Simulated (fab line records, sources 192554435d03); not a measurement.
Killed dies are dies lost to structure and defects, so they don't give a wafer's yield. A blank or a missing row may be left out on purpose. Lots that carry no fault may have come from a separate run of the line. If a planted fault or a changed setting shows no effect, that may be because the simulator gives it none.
Chamber matching || flow n5 finfet || rie diel-06 running N5_MOL_CONTACT_COAG_ETCHBACK_134: 4 sister chambers
The step etches SiO2 in CHF3, target depth 10 nm, time 6.7 s. 27 wafers are shown with their chamber, then 12 later ones without.

WAFERS PAIRED WITH THEIR CHAMBERS
{"wafer": "L075.1", "chamber": 3, "drypump motor current A (A)": 6.8, "rf vpp V (V)": 530, "oes_f_703_au (a.u.)": 0.71}
{"wafer": "L075.4", "chamber": 2, "drypump motor current A (A)": 6.1, "rf vpp V (V)": 535, "oes_f_703_au (a.u.)": 0.71}
{"wafer": "L075.5", "chamber": 0, "drypump motor current A (A)": 5.9, "rf vpp V (V)": 544, "oes_f_703_au (a.u.)": 0.75}
{"wafer": "L078.1", "chamber": 3, "drypump motor current A (A)": 6.8, "rf vpp V (V)": 528, "oes_f_703_au (a.u.)": 0.70}
{"wafer": "L078.3", "chamber": 2, "drypump motor current A (A)": 6.2, "rf vpp V (V)": 535, "oes_f_703_au (a.u.)": 0.70}
{"wafer": "L078.5", "chamber": 2, "drypump motor current A (A)": 6.2, "rf vpp V (V)": 537, "oes_f_703_au (a.u.)": 0.70}
{"wafer": "L079.3", "chamber": 2, "drypump motor current A (A)": 6.1, "rf vpp V (V)": 536, "oes_f_703_au (a.u.)": 0.70}
{"wafer": "L079.4", "chamber": 1, "drypump motor current A (A)": 5.2, "rf vpp V (V)": 513, "oes_f_703_au (a.u.)": 0.74}
{"wafer": "L079.6", "chamber": 0, "drypump motor current A (A)": 5.9, "rf vpp V (V)": 544, "oes_f_703_au (a.u.)": 0.74}
{"wafer": "L084.2", "chamber": 2, "drypump motor current A (A)": 6.2, "rf vpp V (V)": 535, "oes_f_703_au (a.u.)": 0.69}
{"wafer": "L084.4", "chamber": 3, "drypump motor current A (A)": 6.8, "rf vpp V (V)": 526, "oes_f_703_au (a.u.)": 0.70}
{"wafer": "L084.5", "chamber": 1, "drypump motor current A (A)": 5.2, "rf vpp V (V)": 514, "oes_f_703_au (a.u.)": 0.72}
{"wafer": "L085.1", "chamber": 0, "drypump motor current A (A)": 5.9, "rf vpp V (V)": 544, "oes_f_703_au (a.u.)": 0.73}
{"wafer": "L085.3", "chamber": 1, "drypump motor current A (A)": 5.2, "rf vpp V (V)": 514, "oes_f_703_au (a.u.)": 0.73}
{"wafer": "L085.6", "chamber": 3, "drypump motor current A (A)": 6.8, "rf vpp V (V)": 528, "oes_f_703_au (a.u.)": 0.70}
{"wafer": "L086.2", "chamber": 0, "drypump motor current A (A)": 6.0, "rf vpp V (V)": 545, "oes_f_703_au (a.u.)": 0.73}
{"wafer": "L086.3", "chamber": 2, "drypump motor current A (A)": 6.2, "rf vpp V (V)": 535, "oes_f_703_au (a.u.)": 0.69}
{"wafer": "L086.4", "chamber": 1, "drypump motor current A (A)": 5.2, "rf vpp V (V)": 514, "oes_f_703_au (a.u.)": 0.72}
{"wafer": "L087.3", "chamber": 0, "drypump motor current A (A)": 5.9, "rf vpp V (V)": 544, "oes_f_703_au (a.u.)": 0.72}
{"wafer": "L087.4", "chamber": 3, "drypump motor current A (A)": 6.8, "rf vpp V (V)": 528, "oes_f_703_au (a.u.)": 0.69}
{"wafer": "L087.5", "chamber": 2, "drypump motor current A (A)": 6.2, "rf vpp V (V)": 536, "oes_f_703_au (a.u.)": 0.69}
{"wafer": "L088.3", "chamber": 3, "drypump motor current A (A)": 6.8, "rf vpp V (V)": 529, "oes_f_703_au (a.u.)": 0.70}
{"wafer": "L088.5", "chamber": 1, "drypump motor current A (A)": 5.2, "rf vpp V (V)": 514, "oes_f_703_au (a.u.)": 0.72}
{"wafer": "L088.6", "chamber": 0, "drypump motor current A (A)": 5.9, "rf vpp V (V)": 543, "oes_f_703_au (a.u.)": 0.73}
{"wafer": "L091.3", "chamber": 2, "drypump motor current A (A)": 6.2, "rf vpp V (V)": 536, "oes_f_703_au (a.u.)": 0.69}
{"wafer": "L091.4", "chamber": 3, "drypump motor current A (A)": 6.8, "rf vpp V (V)": 529, "oes_f_703_au (a.u.)": 0.69}
{"wafer": "L091.5", "chamber": 2, "drypump motor current A (A)": 6.2, "rf vpp V (V)": 536, "oes_f_703_au (a.u.)": 0.69}

SIGNATURES (means of the wafers above)
{"reading": "drypump motor current A", "chamber 0": 5.917, "chamber 1": 5.200, "chamber 2": 6.178, "chamber 3": 6.800, "scatter within a chamber": 0.0322}
{"reading": "rf vpp V", "chamber 0": 544.00, "chamber 1": 513.80, "chamber 2": 535.67, "chamber 3": 528.29, "scatter within a chamber": 0.84}
{"reading": "oes_f_703_au", "chamber 0": 0.7333, "chamber 1": 0.7260, "chamber 2": 0.6956, "chamber 3": 0.6986, "scatter within a chamber": 0.00824}
Rule: distance of a wafer from a chamber = root of the sum over the readings of ((wafer's reading minus chamber's mean) / reading's scatter) squared. The wafer belongs to the nearest chamber; if the next one is less than 2 further off, it can't be placed. The scatter: take each reading less its chamber's mean, square it, sum over the shown wafers, divide by the number of wafers less the number of chambers, and take the root.

WAFERS MISSING THEIR CHAMBER
{"wafer": "L092.1", "drypump motor current A (A)": 6.7, "rf vpp V (V)": 530, "oes_f_703_au (a.u.)": 0.69}
{"wafer": "L092.3", "drypump motor current A (A)": 5.2, "rf vpp V (V)": 514, "oes_f_703_au (a.u.)": 0.72}
{"wafer": "L092.6", "drypump motor current A (A)": 6.8, "rf vpp V (V)": 528, "oes_f_703_au (a.u.)": 0.69}
{"wafer": "L094.2", "drypump motor current A (A)": 5.9, "rf vpp V (V)": 544, "oes_f_703_au (a.u.)": 0.72}
{"wafer": "L094.3", "drypump motor current A (A)": 5.2, "rf vpp V (V)": 513, "oes_f_703_au (a.u.)": 0.72}
{"wafer": "L094.6", "drypump motor current A (A)": 5.2, "rf vpp V (V)": 514, "oes_f_703_au (a.u.)": 0.71}
{"wafer": "L096.1", "drypump motor current A (A)": 6.8, "rf vpp V (V)": 528, "oes_f_703_au (a.u.)": 0.68}
{"wafer": "L096.2", "drypump motor current A (A)": 5.2, "rf vpp V (V)": 513, "oes_f_703_au (a.u.)": 0.71}
{"wafer": "L096.4", "drypump motor current A (A)": 5.9, "rf vpp V (V)": 544, "oes_f_703_au (a.u.)": 0.70}
{"wafer": "L097.3", "drypump motor current A (A)": 5.2, "rf vpp V (V)": 514, "oes_f_703_au (a.u.)": 0.71}
{"wafer": "L097.5", "drypump motor current A (A)": 6.2, "rf vpp V (V)": 537, "oes_f_703_au (a.u.)": 0.68}
{"wafer": "L097.6", "drypump motor current A (A)": 5.2, "rf vpp V (V)": 513, "oes_f_703_au (a.u.)": 0.72}

CHAMBER TAKEN BY EACH
{"wafer": "L092.1", "from the rows above": 3, "in truth": 3}
{"wafer": "L092.3", "from the rows above": 1, "in truth": 1}
{"wafer": "L092.6", "from the rows above": 3, "in truth": 3}
{"wafer": "L094.2", "from the rows above": 0, "in truth": 0}
{"wafer": "L094.3", "from the rows above": 1, "in truth": 1}
{"wafer": "L094.6", "from the rows above": 1, "in truth": 1}
{"wafer": "L096.1", "from the rows above": 3, "in truth": 3}
{"wafer": "L096.2", "from the rows above": 1, "in truth": 1}
{"wafer": "L096.4", "from the rows above": 0, "in truth": 0}
{"wafer": "L097.3", "from the rows above": 1, "in truth": 1}
{"wafer": "L097.5", "from the rows above": 2, "in truth": 2}
{"wafer": "L097.6", "from the rows above": 1, "in truth": 1}
12 of 12 placed correctly. Number that these rows cannot place: 0. Number placed wrongly: 0.
